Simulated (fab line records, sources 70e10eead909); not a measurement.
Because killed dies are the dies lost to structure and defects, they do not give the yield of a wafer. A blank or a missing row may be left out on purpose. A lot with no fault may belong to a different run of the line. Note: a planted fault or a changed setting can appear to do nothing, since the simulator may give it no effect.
A lot that was struck, set against a sound lot :: flow nand_harc :: 14 steps out of a route of 1159
Sound: wafers L833.3, L833.5, L833.6. Struck: wafers L845.3, L845.5, L845.6. The cause is given at the end.
At each step with rows: each side's tool, then ch and its chambers, then its first start. Under that, the readings that differ: sound wafers :: struck wafers :: difference of the means :: sigmas: that difference in standard deviations of wafers without a fault.
alike: readings with means less than 2 such deviations apart, plus words and numbers identical on both sides. not compared: withheld readings, readings lacking a value on some wafer, bounds such as >300 that could conceal the same value, and numbers that have no deviation in the record and whose values overlap.
The two part at a step that has a row with sigmas, a row that says differs or no value, or rows on one side only. Numbers that don't overlap but have no deviation are shown without sigmas and don't part them. A reading missing from all wafers of one side parts the sides only when that side holds two or more wafers.

first, 1 step without rows for these wafers: NHARC_P_M0_DEVELOP_08 (develop time 35 s).
NHARC_P_M0_CD_MEAS_09 targets a cd of 90 nm.
  sound on cd_sem-02 ch 0, day 7 16:01; struck on cd_sem-02 ch 0, day 10 19:38
  alike: cd_nm
NHARC_P_M0_OVL_MEAS_10: pitch 180 nm.
  struck on overlay-02, day 10 19:44; sound on overlay-01, day 7 16:07
reading: overlay_y_nm (nm)
sound: 1.2 0.7 1.3
struck: -0.5 -1.1 -0.7
difference: -1.8
sigmas: -2
  alike: overlay_x_nm
NHARC_P_M0_INSPECT_11:
  struck on defect_inspect-01, day 10 19:46; sound on defect_inspect-01, day 7 16:08
  alike: raw_defect_count
NHARC_P_M0_DESCUM_14: chemistry O2, time 3 s.
  sound on rie_diel-07 ch 0,2, day 7 16:13; struck on rie_diel-09 ch 1,2,3, day 10 19:50
  alike: drypump_motor_current_A, oes_product_au, rf_vpp_V, showerhead_plenum_p_Torr, throttle_valve_pct
  not compared: rf_hours_counter_h
then, 1 step without rows for these wafers: NHARC_P_M0_ETCH_34 (etches the open film in N2/H2, target depth 40 nm, overetch 12 nm, time 43.94 s).
NHARC_P_M0_ETCH_15: etches the open film in C4F8/Ar, target depth 150 nm, overetch 15 nm, time 82.5 s.
  sound: rie_diel-07 ch 0,2,3; struck: rie_diel-09 ch 0,2,3
  alike: oes_product_au, rf_fwd_power_W, rf_vpp_V
  not compared: rf_hours_counter_h
NHARC_P_M0_CD_MEAS_16:
  struck on cd_sem-03, day 10 20:08; sound on cd_sem-02, day 7 16:33
  alike: cd_nm
then, 2 steps without rows for these wafers: NHARC_P_M0_STRIP_18 (strips in N2/H2); NHARC_P_M0_STRIP_19 (strips in post etch residue remover, time 600 s).
NHARC_P_M0_DEGAS_28: time 60 s.
  struck on pvd_sputter-03, day 10 20:46; sound on pvd_sputter-03, day 7 17:13
  alike: heater_power_w
NHARC_P_M0_PRE_CLEAN_29: time 30 s.
  sound on pvd_sputter-03; struck on pvd_sputter-03
  alike: heater_power_w
NHARC_P_M0_PVD_20: deposits TaN, target thk 5 nm, time 8.06 s.
  struck on pvd_sputter-03, day 10 20:53; sound on pvd_sputter-03, day 7 17:20
  no value came back on the struck wafers for bias_v (V), cathode_dc_power_W (W), throttle_valve_pct (%), time_s (s); on the sound wafers bias_v (V) reads 167.4 169.9 169.1
NHARC_P_M0_PVD_21: deposits Cu, target thk 30 nm, time 20.49 s.
  sound on pvd_sputter-03; struck on pvd_sputter-03
  alike: cathode_dc_power_W, chamber_pressure_pa, throttle_valve_pct

== WHERE THEY PART ==
First at NHARC_P_M0_OVL_MEAS_10; last, within this record, at NHARC_P_M0_PVD_20. Later steps at which nothing parts them and some readings are alike: NHARC_P_M0_PVD_21.

WHY: what the simulator had put in
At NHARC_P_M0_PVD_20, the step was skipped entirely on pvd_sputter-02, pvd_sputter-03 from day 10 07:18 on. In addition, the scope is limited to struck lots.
